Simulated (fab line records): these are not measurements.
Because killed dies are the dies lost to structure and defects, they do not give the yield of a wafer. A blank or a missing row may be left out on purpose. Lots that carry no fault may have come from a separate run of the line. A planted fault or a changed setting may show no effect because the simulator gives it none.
fab line records | flow n5_finfet
[record] lots = 12 wafers = 36 last_day = 17
route steps=1938 shown BEOL_M5@1178 BEOL_M6@1198 PASSIVATION@1936
lots that met no fault: taken from a fault-free run of the same line
start_h: start of the lot's first displayed wafer, in hours after the record's first day | wait_h: hours elapsed since this lot's preceding step | " repeats the value in the row above | L1.1+2: one row covering several wafers at once | - no value, or no start was given | * or withheld: withheld | < > ~ a bound
route shown NAME@n: NAME is a module with steps in the file, n the number in the route of the first one | usual: mean/standard deviation of fault-free wafers | same: alike in all rows | chamber/n: place in a boat | sites: per-site readings | _std_site: the standard deviation of these | _edge_site: inner sites' mean taken away from outer sites' mean | radius_mm: how far each site lies from the wafer's centre | mask NAME#n: copy n | behind: the most recent tool/chamber to have shaped the wafer | hold: the reason the lot was held/the length of the hold in hours/how it ended | device: the transistor (n, p or np) that didn't switch | end of line: the same wafers' tests at the end of the route | where a step has no rows: the recipe by itself | killed: dies lost to structure and defects at the first sort, not the wafer's yield | map: a wafer's dies, x killed, . not, _ none there
set.NAME: the setting the step ran with; set.NAME@STEP: the setting that earlier step ran with | model.NAME: the simulator's own value behind a step, which no gauge read
one table for each step of the route and one row for each wafer, over a sample of lots
services: the hour from which a tool's chamber was out of use, counted from the record's first day as start_h (under 0 if before that day), plus the number of hours and why
[[steps]]
[step N5_BEOL_M5_ANNEAL_82]
[recipe] temp_c = 400 time_s = 1800 ambient = vacuum
[usual] heater_power_w = 833/87
// columns lot.wafer tool chamber start_h wait_h heater_power_w
L828.2 pvd_sputter-01 - 172.84 0.0 932
L828.3 " - " " 973
L828.4 " - " " 814
L829.1 pvd_sputter-03 - 189.29 0.0 875
L829.4 " - " " 959
L829.5 " - " " 806
L832.1 pvd_sputter-01 - 199.67 0.0 937
L832.4 " - " " 752
L832.5 " - " " 805
L839.3 pvd_sputter-01 - 245.90 0.0 931
L839.5 " - " " 977
L839.6 " - " " 831
L838.1 pvd_sputter-02 - 253.27 0.0 909
L838.2 " - " " 813
L838.6 " - " " 748
L841.1 pvd_sputter-02 - 267.01 0.0 713
L841.2 " - " " 905
L841.3 " - " " 755
L845.1 pvd_sputter-01 - 274.30 0.0 825
L845.2 " - " " 760
L845.3 " - " " 943
L847.1 pvd_sputter-03 - 284.85 0.0 780
L847.5 " - " " 781
L847.6 " - " " 781
L848.1 pvd_sputter-02 - 305.30 0.0 922
L848.3 " - " " 814
L848.4 " - " " 723
L849.2 pvd_sputter-02 - 309.98 0.0 738
L849.4 " - " " 820
L849.5 " - " " 818
L850.1 pvd_sputter-02 - 314.41 0.0 909
L850.3 " - " " 727
L850.6 " - " " 722
L851.3 pvd_sputter-03 - 323.05 0.0 788
L851.4 " - " " 784
L851.6 " - " " 982
[step N5_BEOL_M5_SPUTTER_88]
[recipe] material = Cu target_thk_a = 150 temp_c = -20 chamber_pressure_pa = 0.07 power_w = withheld time_s = 27.62
[usual] chuck_gas_flow_sccm = 1.27/0.047 throttle_valve_pct = 30.3/0.89
// columns lot.wafer tool chamber start_h wait_h chuck_gas_flow_sccm throttle_valve_pct
L828.2 pvd_sputter-01 - 174.93 0.5 1.39 30.2
L828.3 " - " " 1.28 31.0
L828.4 " - " " 1.24 31.5
L829.1 pvd_sputter-03 - 191.38 0.5 1.25 28.4
L829.4 " - " " 1.21 30.5
L829.5 " - " " 1.31 31.0
L832.1 pvd_sputter-01 - 201.76 0.5 1.25 30.3
L832.4 " - " " 1.27 29.1
L832.5 " - " " 1.27 31.6
L839.3 pvd_sputter-01 - 248.00 0.5 1.28 30.3
L839.5 " - " " 1.22 31.0
L839.6 " - " " 1.30 31.8
L838.1 pvd_sputter-02 - 255.36 0.5 1.28 29.5
L838.2 " - " " 1.30 30.2
L838.6 " - " " 1.34 29.5
L841.1 pvd_sputter-02 - 269.10 0.5 1.29 31.4
L841.2 " - " " 1.27 29.5
L841.3 " - " " 1.21 29.9
L845.1 pvd_sputter-01 - 276.40 0.5 1.26 31.8
L845.2 " - " " 1.27 29.2
L845.3 " - " " 1.27 31.0
L847.1 pvd_sputter-03 - 286.94 0.5 1.25 30.3
L847.5 " - " " 1.20 30.2
L847.6 " - " " 1.23 31.1
L848.1 pvd_sputter-02 - 307.39 0.5 1.26 29.6
L848.3 " - " " 1.27 30.3
L848.4 " - " " 1.31 31.3
L849.2 pvd_sputter-02 - 312.08 0.5 1.29 29.8
L849.4 " - " " 1.26 30.3
L849.5 " - " " 1.23 30.1
L850.1 pvd_sputter-02 - 316.50 0.5 1.37 29.3
L850.3 " - " " 1.16 31.1
L850.6 " - " " 1.19 29.7
L851.3 pvd_sputter-03 - 325.15 0.5 1.31 31.1
L851.4 " - " " 1.25 30.3
L851.6 " - " " 1.24 30.3
[step N5_BEOL_M6_HM_DEP_02]
[recipe] material = TiN target_thk_a = 200 temp_c = 25 chamber_pressure_pa = 0.49996
[usual] throttle_valve_pct = 30.2/0.95
// columns lot.wafer tool chamber start_h wait_h throttle_valve_pct
L828.2 pvd_sputter-02 - 179.23 1.0 29.7
L828.3 " - " " 29.6
L828.4 " - " " 31.1
L829.1 pvd_sputter-03 - 196.97 1.4 30.2
L829.4 " - " " 31.1
L829.5 " - " " 30.6
L832.1 pvd_sputter-02 - 204.85 0.2 29.6
L832.4 " - " " 31.3
L832.5 " - " " 29.5
L839.3 pvd_sputter-02 - 251.38 0.5 30.3
L839.5 " - " " 29.7
L839.6 " - " " 31.2
L838.1 pvd_sputter-03 - 260.63 2.4 30.3
L838.2 " - " " 28.6
L838.6 " - " " 30.8
L841.1 pvd_sputter-03 - 274.51 2.6 28.4
L841.2 " - " " 30.8
L841.3 " - " " 30.4
L845.1 pvd_sputter-03 - 282.77 1.0 28.6
L845.2 " - " " 30.3
L845.3 " - " " 30.2
L847.1 pvd_sputter-01 - 292.48 2.4 30.5
L847.5 " - " " 31.1
L847.6 " - " " 30.1
L848.1 pvd_sputter-01 - 312.20 1.9 31.5
L848.3 " - " " 30.2
L848.4 " - " " 31.1
L849.2 pvd_sputter-01 - 317.53 2.5 30.9
L849.4 " - " " 31.5
L849.5 " - " " 28.7
L850.1 pvd_sputter-03 - 320.60 1.1 28.5
L850.3 " - " " 30.4
L850.6 " - " " 30.5
L851.3 pvd_sputter-01 - 330.09 2.0 31.6
L851.4 " - " " 31.0
L851.6 " - " " 31.6
[step N5_BEOL_M6_COAT_59]
[recipe] resist = SOC temp_c = 250 time_s = 60 spin_rpm = 1500 resist_thk_nm = 100
[usual] exhaust_pa = 45.0/0.84 heater_power_total_W = 500.4/1.8 spin_speed_rpm = 1499.8/1.1
// columns lot.wafer tool chamber start_h wait_h exhaust_pa heater_power_total_W spin_speed_rpm
L828.2 litho_track-02 0 179.35 0.1 46.1 500.4 1500.2
L828.3 " 0 " " 45.8 500.3 1501.6
L828.4 " 0 " " 45.5 501.1 1499.6
L829.1 litho_track-01 0 197.09 0.1 44.1 498.5 1499.4
L829.4 " 0 " " 44.8 501.0 1499.3
L829.5 " 0 " " 44.3 501.3 1500.8
L832.1 litho_track-01 0 204.97 0.1 45.3 502.3 1501.1
L832.4 " 0 " " 44.5 501.9 1499.1
L832.5 " 0 " " 45.0 501.7 1499.5
L839.3 litho_track-02 0 251.51 0.1 44.8 501.6 1572.6
L839.5 " 0 " " 44.9 498.8 1571.4
L839.6 " 0 " " 45.0 500.6 1571.3
L838.1 litho_track-02 0 260.76 0.1 46.0 502.6 1572.1
L838.2 " 0 " " 45.9 499.8 1570.5
L838.6 " 0 " " 45.5 498.3 1569.0
L841.1 litho_track-05 0 274.64 0.1 45.5 498.8 1498.6
L841.2 " 0 " " 44.3 503.0 1499.7
L841.3 " 0 " " 44.8 502.8 1499.6
L845.1 litho_track-01 0 282.91 0.1 46.6 499.7 1499.6
L845.2 " 0 " " 47.2 503.1 1501.8
L845.3 " 0 " " 45.5 498.6 1499.1
L847.1 litho_track-05 0 292.61 0.1 46.1 500.4 1500.2
L847.5 " 0 " " 46.4 498.7 1500.7
L847.6 " 0 " " 47.0 497.8 1500.9
L848.1 litho_track-01 0 312.33 0.1 46.4 502.3 1499.2
L848.3 " 0 " " 45.1 502.8 1499.0
L848.4 " 0 " " 45.3 503.2 1498.8
L849.2 litho_track-02 0 317.66 0.1 44.0 497.3 1499.7
L849.4 " 0 " " 44.6 503.1 1501.3
L849.5 " 0 " " 44.0 498.7 1498.9
L850.1 litho_track-02 0 320.73 0.1 44.7 498.5 1498.4
L850.3 " 0 " " 44.9 499.2 1498.6
L850.6 " 0 " " 44.0 498.3 1500.3
L851.3 litho_track-02 0 330.22 0.1 45.0 499.0 1500.4
L851.4 " 0 " " 45.3 503.4 1498.5
L851.6 " 0 " " 45.8 500.7 1496.9
[step N5_PASSIVATION_PROBE_49]
[usual] defect_limited_yield = 91.3/1.4 killed_at_M0_to_M3 = 34/10 killed_at_M4_up = 13/4.8 killed_at_contacts = 12/6.1 killed_at_front_end = 40/11 killed_at_other = 3.7/2.8 killed_dies = 103/16 killed_open = 67/12 killed_short = 34/7.4 sort_bin_5_function = 5.1/0.95 sort_bin_6_memory = 3.2/0.62 sort_n_pass = 1077/16 sort_yield_pct = 91.3/1.4
[same] gross_dies = 1180 killed_at_back_side = 0 sort_bin_4_leakage[%] = 0 sort_bin_8_speed[%] = 0
// columns lot.wafer tool chamber start_h wait_h defect_limited_yield[%] killed_at_M0_to_M3 killed_at_M4_up killed_at_contacts killed_at_front_end killed_at_other killed_dies killed_open killed_short sort_bin_5_function[%] sort_bin_6_memory[%] sort_n_pass sort_yield_pct[%]
L839.3 prober-02 - 337.36 0.1 90.7 37 15 9 43 6 110 68 37 4.6 4.2 1070 90.7
L839.5 prober-02 - 337.46 0.2 90.7 38 7 9 54 2 110 78 30 4.9 4.1 1070 90.7
L839.6 prober-02 - 337.51 0.3 93.1 27 11 1 38 4 81 57 21 3.8 2.6 1099 93.1
// killed by level:class
L839.3 FIN_SAQP:geometric_particle:short=11 FIN_SAQP:geometric_particle:open=9 BEOL_M2:geometric_particle:open=9 MOL_CONTACT_COAG:geometric_particle:open=8 BEOL_M1:geometric_particle:open=6 BEOL_M4:geometric_particle:open=6 BEOL_M0_SAQP:geometric_particle:short=5 STI_FIN_REVEAL:geometric_particle:open=4
L839.5 STI_FIN_REVEAL:geometric_particle:open=19 FIN_SAQP:geometric_particle:open=9 BEOL_M0_SAQP:geometric_particle:open=9 BEOL_M2:geometric_particle:open=9 MOL_CONTACT_COAG:geometric_particle:open=7 BEOL_M1:geometric_particle:open=6 GATE_CUT:geometric_particle:open=5 FIN_SAQP:geometric_particle:short=4
L839.6 STI_FIN_REVEAL:geometric_particle:open=8 FIN_SAQP:geometric_particle:open=7 BEOL_M2:geometric_particle:open=6 BEOL_M0:geometric_particle:open=5 BEOL_M1:geometric_particle:open=5 GATE_CUT:geometric_particle:short=4 BEOL_M0_SAQP:geometric_particle:open=4 BEOL_M4:geometric_particle:open=4
[[services]]
// columns tool chamber start_h hours kind
pvd_sputter-02 - 153.37 1.0 repair
pvd_sputter-03 - 169.70 3.3 repair
litho_track-02 - 226.17 - consumable_replace:filter
pvd_sputter-01 - 300.26 1.2 repair
[[key]]
[first_sign] step = N5_BEOL_M6_COAT_59 reading = spin_speed_rpm direction = up sigmas = 64 usual = * struck = *
effect none on later readings
met_at N5_BEOL_M6_COAT_59
struck_lots L838,L839
not_acting_at N5_BEOL_M5_ANNEAL_82,N5_BEOL_M5_SPUTTER_88,N5_BEOL_M6_HM_DEP_02
onset_between 179.35 251.51
[fault] kind = process_parameter_drift tool = litho_track-02 chamber = - onset_h = 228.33 steps = N5_BEOL_M6_COAT_59 channel = spin_rpm offset = * shape = step end_h = 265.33 acts_in = * stated = *
